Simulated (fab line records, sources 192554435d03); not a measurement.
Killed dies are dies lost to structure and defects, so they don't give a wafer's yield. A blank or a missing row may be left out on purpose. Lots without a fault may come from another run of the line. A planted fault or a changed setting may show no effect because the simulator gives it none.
fab line records | flow n5_finfet | part 2 of 2: steps 21 to 31 of 31
record lots=5 wafers=15 last_day=18
route steps=1938 shown BEOL_M14@1746 BEOL_M15@1773
lots that met no fault: from a run of the same line without faults
start_h: hours from the record's first day to the start of the lot's first wafer shown | wait_h: hours since the lot's step before | " the same as in the row above | L1.1+2: a row that stands for several wafers | - no value, or no start given | * or withheld: withheld | < > ~ a bound
route shown NAME@n: a module of which the file shows steps, and the number in the route of the first | usual: mean/standard deviation of fault-free wafers | same: alike in all rows | chamber/n: place in a boat | sites: the reading at each site | _std_site: their standard deviation | _edge_site: outer sites' mean less inner sites' | radius_mm: how far each site lies from the wafer's centre | mask NAME#n: copy n | behind: the tool/chamber that last shaped the wafer | hold: why the lot was held/for how many hours/how that ended | device: the transistor (n, p or np) that didn't switch | end of line: the same wafers' tests at the end of the route | a step without rows: its recipe alone | killed: dies lost to structure and defects at the first sort, not the wafer's yield | map: a wafer's dies, x killed, . not, _ none there
set.NAME: the setting as run; set.NAME@STEP: as run at that earlier step | model.NAME: the simulator's own value behind a step, which no gauge read
lots at some steps of the route; a table a step, a row a wafer
services: from which hour (start_h, from the record's first day; less than 0 if before it) a tool's chamber was out of use, for how many hours, and why
## steps
# step N5_BEOL_M14_ANNEAL_48
# recipe temp_c=225 time_s=90 ambient=N2
# usual wafer_temp_C_max=225.8/0.32
# columns lot.wafer tool chamber start_h wait_h wafer_temp_C_max
L078.1 rtp_anneal-02 0 291.63 0.5 226.0
L078.2 " 0 " " 226.5
L078.5 " 0 " " 226.4
L080.2 rtp_anneal-02 0 294.16 0.2 225.9
L080.4 " 0 " " 226.2
L080.6 " 0 " " 226.1
L089.3 rtp_anneal-01 0 345.31 0.2 225.6
L089.5 " 0 " " 225.5
L089.6 " 0 " " 225.3
L092.4 rtp_anneal-01 0 376.44 0.2 225.6
L092.5 " 0 " " 225.5
L092.6 " 0 " " 225.4
L096.3 rtp_anneal-01 0 409.41 0.2 225.3
L096.4 " 0 " " 225.5
L096.6 " 0 " " 225.6
# step N5_BEOL_M14_CMP_49
# recipe stop_on=SiO2 t_overpolish_s=5.2 down_force_psi=2 platen_rpm=80 clearing_platen_down_force_psi=2 clearing_platen_rpm=80 post_cmp_clean=cu_alkaline target_thk_nm=560 clearing_platen_pad_velocity_m_s=1.5917 pad_velocity_m_s=1.5917
# usual barrier_field_endpoint_s=11.30/0.27 motor_current_A=7.9/0.72 overpolish_run_s=5.199/0.0094 time_to_endpoint_s=121/3.9
# columns lot.wafer tool chamber start_h wait_h barrier_field_endpoint_s motor_current_A overpolish_run_s time_to_endpoint_s
L078.1 cmp-01 0 292.05 0.4 11.53 7.9 5.209 121
L078.2 " 1 " " 11.85 8.6 5.221 126
L078.5 " 2 " " 11.28 7.2 5.198 119
L080.4 cmp-04 3 294.41 0.1 10.68 8.0 5.200 114
L080.2 " 0 " " 10.99 7.1 5.179 119
L080.6 " 3 " " 10.98 7.0 5.198 118
L089.3 cmp-04 2 345.55 0.2 11.21 9.4 5.203 116
L089.5 " 1 " " 10.86 8.3 5.191 113
L089.6 " 2 " " 11.04 8.6 5.188 116
L092.4 cmp-04 3 376.60 0.1 11.45 7.7 5.203 126
L092.6 " 3 " " 11.47 7.5 5.202 124
L092.5 " 0 " " 11.13 7.3 5.198 119
L096.4 cmp-04 1 409.61 0.1 11.92 8.4 5.203 130
L096.3 " 0 " " 11.72 6.9 5.209 128
L096.6 " 1 " " 11.88 7.9 5.210 132
# step N5_BEOL_M14_THK_MEAS_50
# recipe thk_meas_gauge=xrf reads=Cu_of_BEOL_M14_ECD_47
# usual M14_THK=565/11
# columns lot.wafer tool chamber start_h wait_h M14_THK[nm]
L078.1 film_metro-02 - 292.27 - 564
L078.2 " - " " 557
L078.5 " - " " 558
L080.2 film_metro-01 - 294.71 - 566
L080.4 " - " " 560
L080.6 " - " " 567
L089.3 film_metro-02 - 345.81 - 546
L089.5 " - " " 550
L089.6 " - " " 545
L092.4 film_metro-02 - 376.90 - 558
L092.5 " - " " 581
L092.6 " - " " 555
L096.3 film_metro-01 - 409.91 - 566
L096.4 " - " " 581
L096.6 " - " " 562
# step N5_BEOL_M14_PRE_CLEAN_52
# recipe gas=NH3 time_s=15 temp_c=withheld rf_power_w=300
# columns lot.wafer tool chamber start_h wait_h
L078.1+2+5 pecvd-04 1,0,2 292.30 0.0
L080.2+4+6 pecvd-01 1,2,0 294.74 0.0
L089.3+5+6 pecvd-01 0,1,2 345.85 0.0
L092.4+5+6 pecvd-01 0,1,2 376.94 0.0
L096.3+4+6 pecvd-01 2,2,0 409.95 0.0
# step N5_BEOL_M14_DEP_53
# recipe material=SiCN target_thk_a=500 temp_c=withheld precursor=3MS/NH3 pressure_torr=3 rf_w=675 time_s=17.8
# usual showerhead_plenum_p_Torr=4.163/0.012 throttle_valve_pct=18.0/0.94
# columns lot.wafer tool chamber start_h wait_h showerhead_plenum_p_Torr throttle_valve_pct
L078.1 pecvd-04 1 292.33 0.0 4.169 17.0
L078.2 " 0 " " 4.150 20.1
L078.5 " 2 " " 4.142 17.7
L080.2 pecvd-01 1 294.77 0.0 4.163 18.5
L080.4 " 2 " " 4.156 18.0
L080.6 " 0 " " 4.157 17.7
L089.3 pecvd-01 0 345.87 0.0 4.157 17.5
L089.5 " 1 " " 4.176 18.5
L089.6 " 2 " " 4.159 17.8
L092.4 pecvd-01 0 376.97 0.0 4.155 17.5
L092.5 " 1 " " 4.166 18.4
L092.6 " 2 " " 4.150 17.9
L096.3 pecvd-01 2 409.97 0.0 4.154 17.7
L096.4 " 2 " " 4.156 18.1
L096.6 " 0 " " 4.157 17.3
# step N5_BEOL_M14_RS_MEAS_54
# recipe thk_meas_gauge=four-point-probe reads=Cu_of_BEOL_M14_ECD_47+Ta_of_BEOL_M14_SPUTTER_44+TaN_of_BEOL_M14_SPUTTER_43
# usual M14_RS=0.0333/0.00057
# columns lot.wafer tool chamber start_h wait_h M14_RS[ohm/sq]
L078.1 film_metro-02 - 292.40 0.0 0.0335
L078.2 " - " " 0.0337
L078.5 " - " " 0.0338
L080.2 film_metro-02 - 294.84 0.1 0.0333
L080.4 " - " " 0.0337
L080.6 " - " " 0.0333
L089.3 film_metro-01 - 345.94 0.1 0.0341
L089.5 " - " " 0.0338
L089.6 " - " " 0.0341
L092.4 film_metro-01 - 377.03 0.0 0.0337
L092.5 " - " " 0.0322
L092.6 " - " " 0.0337
L096.3 film_metro-01 - 410.05 0.1 0.0338
L096.4 " - " " 0.0329
L096.6 " - " " 0.0339
# step N5_BEOL_M14_INSPECT_55
# recipe inspect_instrument=darkfield mode=post_dep
# usual raw_defect_count=65/21
# columns lot.wafer tool chamber start_h wait_h raw_defect_count
L078.1 defect_inspect-01 - 292.42 0.0 45
L078.2 " - " " 49
L078.5 " - " " 23
L080.2 defect_inspect-01 - 294.86 0.0 57
L080.4 " - " " 48
L080.6 " - " " 37
L089.3 defect_inspect-01 - 345.97 0.0 43
L089.5 " - " " 96
L089.6 " - " " 116
L092.4 defect_inspect-02 - 377.05 0.0 56
L092.5 " - " " 41
L092.6 " - " " 68
L096.3 defect_inspect-02 - 410.08 0.0 56
L096.4 " - " " 65
L096.6 " - " " 49
# step N5_BEOL_M15_ILD_DEP_00
# recipe material=SiO2 target_thk_a=16293 temp_c=400 precursor=TEOS/O2 pressure_torr=6.5 rf_w=900 teos_flow_sccm=161.4 gas=O2 flow_sccm=2650 time_s=346.1
# usual heater_power_w=545/88 showerhead_plenum_p_Torr=8.339/0.028 throttle_valve_pct=19.2/1.3
# columns lot.wafer tool chamber start_h wait_h heater_power_w showerhead_plenum_p_Torr throttle_valve_pct
L078.1 pecvd-04 1 292.46 0.0 632 8.333 17.9
L078.2 " 2 " " 409 8.307 18.2
L078.5 " 1 " " 704 8.349 17.6
L080.2 pecvd-03 0 294.90 0.0 658 8.367 18.3
L080.4 " 0 " " 537 8.364 18.5
L080.6 " 1 " " 722 8.392 20.2
L089.3 pecvd-03 0 346.00 0.0 572 8.370 18.4
L089.5 " 1 " " 558 8.393 20.0
L089.6 " 0 " " 695 8.371 18.5
L092.4 pecvd-04 2 377.19 0.1 395 8.296 18.3
L092.5 " 0 " " 622 8.361 21.3
L092.6 " 1 " " 719 8.375 17.7
L096.3 pecvd-02 1 410.12 0.0 579 8.303 19.6
L096.4 " 1 " " 447 8.317 19.3
L096.6 " 0 " " 547 8.310 21.6
# step N5_BEOL_M15_THK_MEAS_01
# recipe reads=SiO2_of_BEOL_M15_ILD_DEP_00
# usual M15_ILD_THK=1631/18
# columns lot.wafer tool chamber start_h wait_h M15_ILD_THK[nm]
L078.1 film_metro-01 - 292.72 0.2 1615
L078.2 " - " " 1636
L078.5 " - " " 1663
L080.2 film_metro-01 - 295.35 0.3 1590
L080.4 " - " " 1634
L080.6 " - " " 1613
L089.3 film_metro-02 - 346.25 0.1 1624
L089.5 " - " " 1649
L089.6 " - " " 1642
L092.4 film_metro-01 - 377.34 0.0 1656
L092.5 " - " " 1649
L092.6 " - " " 1641
L096.3 film_metro-02 - 410.37 0.1 1641
L096.4 " - " " 1651
L096.6 " - " " 1643
# step N5_BEOL_M15_COAT_58
# recipe resist=BARC temp_c=205 time_s=60 spin_rpm=1500 resist_thk_nm=89
# usual heater_power_total_W=391.7/1.3
# columns lot.wafer tool chamber start_h wait_h heater_power_total_W
L078.1 litho_track-01 0 292.75 0.0 390.3
L078.2 " 0 " " 391.2
L078.5 " 0 " " 391.9
L080.2 litho_track-04 0 295.38 0.0 392.2
L080.4 " 0 " " 391.1
L080.6 " 0 " " 390.6
L089.3 litho_track-03 0 346.28 0.0 393.7
L089.5 " 0 " " 392.1
L089.6 " 0 " " 392.2
L092.4 litho_track-04 0 377.37 0.0 389.6
L092.5 " 0 " " 390.2
L092.6 " 0 " " 393.9
L096.3 litho_track-04 0 410.40 0.0 390.2
L096.4 " 0 " " 394.0
L096.6 " 0 " " 391.2
# step N5_BEOL_M15_COAT_04
# recipe spin_rpm=1704 resist_thk_nm=800
# columns lot.wafer tool chamber start_h wait_h
L078.1+2+5 litho_track-01 0 - -
L080.2+4+6 litho_track-04 0 - -
L089.3+5+6 litho_track-03 0 - -
L092.4+5+6 litho_track-04 0 - -
L096.3+4+6 litho_track-04 0 - -
## services
# columns tool chamber start_h hours kind
cmp-01 - 268.50 4.0 pm
pvd_sputter-03 - 271.86 1.3 repair
cmp-01 - 279.79 0.9 repair
rie_diel-01 2 290.57 - clean
rie_diel-01 2 290.57 - consumable_replace:focus_ring
rie_diel-01 2 290.57 21.6 scheduled_down
rie_diel-01 2 290.57 21.6 vent_cycle
pecvd-04 - 300.67 1.8 repair
cmp-04 - 301.93 4.0 pm
wet_bench-04 - 302.55 7.3 repair
cmp-01 - 306.65 1.1 repair
pecvd-01 0 320.20 12.9 repair
cmp-04 - 323.99 2.3 repair
rie_diel-04 1 344.77 30.9 repair
wet_bench-05 - 352.35 2.2 repair
rie_diel-03 - 361.14 2.8 pm
rie_diel-04 2 376.09 - clean
rie_diel-04 2 376.09 - consumable_replace:focus_ring
rie_diel-04 2 376.09 16.8 scheduled_down
rie_diel-04 2 376.09 16.8 vent_cycle
pecvd-04 - 377.59 1.2 repair
rie_diel-04 1 384.65 6.6 repair
rie_diel-01 2 393.40 8.3 repair
rie_diel-03 - 395.93 0.4 repair
